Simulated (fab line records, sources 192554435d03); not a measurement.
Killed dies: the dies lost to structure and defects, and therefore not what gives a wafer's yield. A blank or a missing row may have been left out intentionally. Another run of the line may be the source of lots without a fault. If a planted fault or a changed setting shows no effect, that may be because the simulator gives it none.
Split-lot trial | flow n5-finfet | 7 lots, 39 wafers read, on a route of 1938 steps

== THE SPLIT ==
At N5_MIM_BOT_SPUTTER_00 (material TiN, target thk 35 nm, time 89.7 s), the setting time-s was moved away from the recipe's 89.7 s on 15 of the 39 wafers read, by -47.4% to +55.9%. All remaining wafers had this setting at the recipe value.

The split's own step is where the reading is taken.

== THE READING ==
TiN_of_MIM_BOT_SPUTTER_00.thk-nm (the simulator's own value, which no gauge read), in nm, at N5_MIM_BOT_SPUTTER_00 (material TiN, target thk 35 nm, time 89.7 s). There is no usual value for it anywhere in the file. The 24 wafers here that ran the recipe average 34.9 nm, standard deviation 0.4 nm.

wafer  | tool, chamber at the split | time-s as run, s | against the recipe | TiN_of_MIM_BOT_SPUTTER_00.thk-nm, nm | against lot-mates on the recipe
L074.1 | pvd-sputter-03, -          | 89.7             | recipe             | 34.8                                 | -
L074.2 | pvd-sputter-03, -          | 47.19            | -47.4%             | 18.4                                 | -16.5
L074.3 | pvd-sputter-03, -          | 47.19            | -47.4%             | 18                                   | -16.9
L074.4 | pvd-sputter-03, -          | 47.19            | -47.4%             | 18.6                                 | -16.3
L074.5 | pvd-sputter-03, -          | 89.7             | recipe             | 35                                   | -
L074.6 | pvd-sputter-03, -          | 89.7             | recipe             | 35                                   | -
L075.1 | pvd-sputter-01, -          | 89.7             | recipe             | 35                                   | -
L075.2 | pvd-sputter-01, -          | 89.7             | recipe             | 35.2                                 | -
L075.4 | pvd-sputter-01, -          | 89.7             | recipe             | 35.2                                 | -
L075.3 | pvd-sputter-01, -          | 69.63            | -22.4%             | 27.4                                 | -7.7
L075.5 | pvd-sputter-01, -          | 69.63            | -22.4%             | 27.4                                 | -7.7
L075.6 | pvd-sputter-01, -          | 69.63            | -22.4%             | 27.4                                 | -7.7
L078.2 | pvd-sputter-03, -          | 89.7             | recipe             | 34.8                                 | -
L078.4 | pvd-sputter-03, -          | 89.7             | recipe             | 34.6                                 | -
L078.6 | pvd-sputter-03, -          | 89.7             | recipe             | 35.2                                 | -
L085.1 | pvd-sputter-03, -          | 89.7             | recipe             | 35.8                                 | -
L085.2 | pvd-sputter-03, -          | 89.7             | recipe             | 35.6                                 | -
L085.5 | pvd-sputter-03, -          | 89.7             | recipe             | 35.6                                 | -
L085.3 | pvd-sputter-03, -          | 128.3            | +43.0%             | 51                                   | +15.3
L085.4 | pvd-sputter-03, -          | 128.3            | +43.0%             | 50.4                                 | +14.7
L085.6 | pvd-sputter-03, -          | 128.3            | +43.0%             | 50.6                                 | +14.9
L088.1 | pvd-sputter-02, -          | 89.7             | recipe             | 34.8                                 | -
L088.4 | pvd-sputter-02, -          | 89.7             | recipe             | 34.8                                 | -
L088.2 | pvd-sputter-02, -          | 89.7             | recipe             | 34.6                                 | -
L088.3 | pvd-sputter-02, -          | 139.8            | +55.9%             | 54.4                                 | +19.7
L088.5 | pvd-sputter-02, -          | 139.8            | +55.9%             | 54.4                                 | +19.7
L088.6 | pvd-sputter-02, -          | 139.8            | +55.9%             | 54.2                                 | +19.5
L092.1 | pvd-sputter-02, -          | 89.7             | recipe             | 34.8                                 | -
L092.3 | pvd-sputter-02, -          | 89.7             | recipe             | 34.8                                 | -
L092.6 | pvd-sputter-02, -          | 89.7             | recipe             | 34.8                                 | -
L092.2 | pvd-sputter-02, -          | 128.5            | +43.3%             | 50                                   | +15.2
L092.4 | pvd-sputter-02, -          | 128.5            | +43.3%             | 50.4                                 | +15.6
L092.5 | pvd-sputter-02, -          | 128.5            | +43.3%             | 50.2                                 | +15.4
L097.1 | pvd-sputter-02, -          | 89.7             | recipe             | 34.8                                 | -
L097.2 | pvd-sputter-02, -          | 89.7             | recipe             | 34.6                                 | -
L097.6 | pvd-sputter-02, -          | 89.7             | recipe             | 34.6                                 | -
L097.3 | pvd-sputter-02, -          | 89.7             | recipe             | 34.4                                 | -
L097.4 | pvd-sputter-02, -          | 89.7             | recipe             | 34.2                                 | -
L097.5 | pvd-sputter-02, -          | 89.7             | recipe             | 34.2                                 | -

FIT RESULTS
A straight line over all 39 wafers: TiN_of_MIM_BOT_SPUTTER_00.thk-nm changes by +0.352 nm for each +1% of time-s; r = +1.00; the points scatter about the line by 0.4 nm.
The same after taking each lot's own level away (the mean of its wafers on the recipe; 39 wafers): +0.351 nm for each +1%; r = +1.00; scatter 0.19 nm.
On that fit, the largest move of time-s shifts the reading by 20 nm.
The span of the lots' own levels, 34.47 to 35.67 nm, comes to 3.0 times the standard deviation stated above.
Hence the lot-to-lot level has little effect on the slope; both slopes agree.
Check: for one of the wafers moved furthest among these (+55.9%), held out of the fit, the line's prediction against its lot-mates is +19.6 nm. Against them it came out at +19.7 nm.

== FURTHER SPLITS ON THESE WAFERS ==
Other splits were also applied to these wafers ahead of the reading. Each is held against what the fit with the lots' levels taken away leaves over:
other split on the same wafers        | wafers away from the commonest value | r with TiN_of_MIM_BOT_SPUTTER_00.thk-nm (lot level and that fit taken away)
N5_BEOL_M5_ILD_DEP_00 time-s          | 9                                    | +0.10
N5_BEOL_M5_DEP_56 target-thk-a        | 9                                    | +0.03
N5_BEOL_M9_VIA_ETCH_34 target-depth-a | 15                                   | +0.16
N5_BEOL_M11_CURE_72 time-s            | 15                                   | +0.10
N5_BEOL_M13_DESCUM_33 time-s          | 15                                   | +0.06

== THE FILE'S OWN FIT ==
TiN_of_MIM_BOT_SPUTTER_00.thk-nm changes by +0.351 nm for each +1% of time-s, r = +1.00.
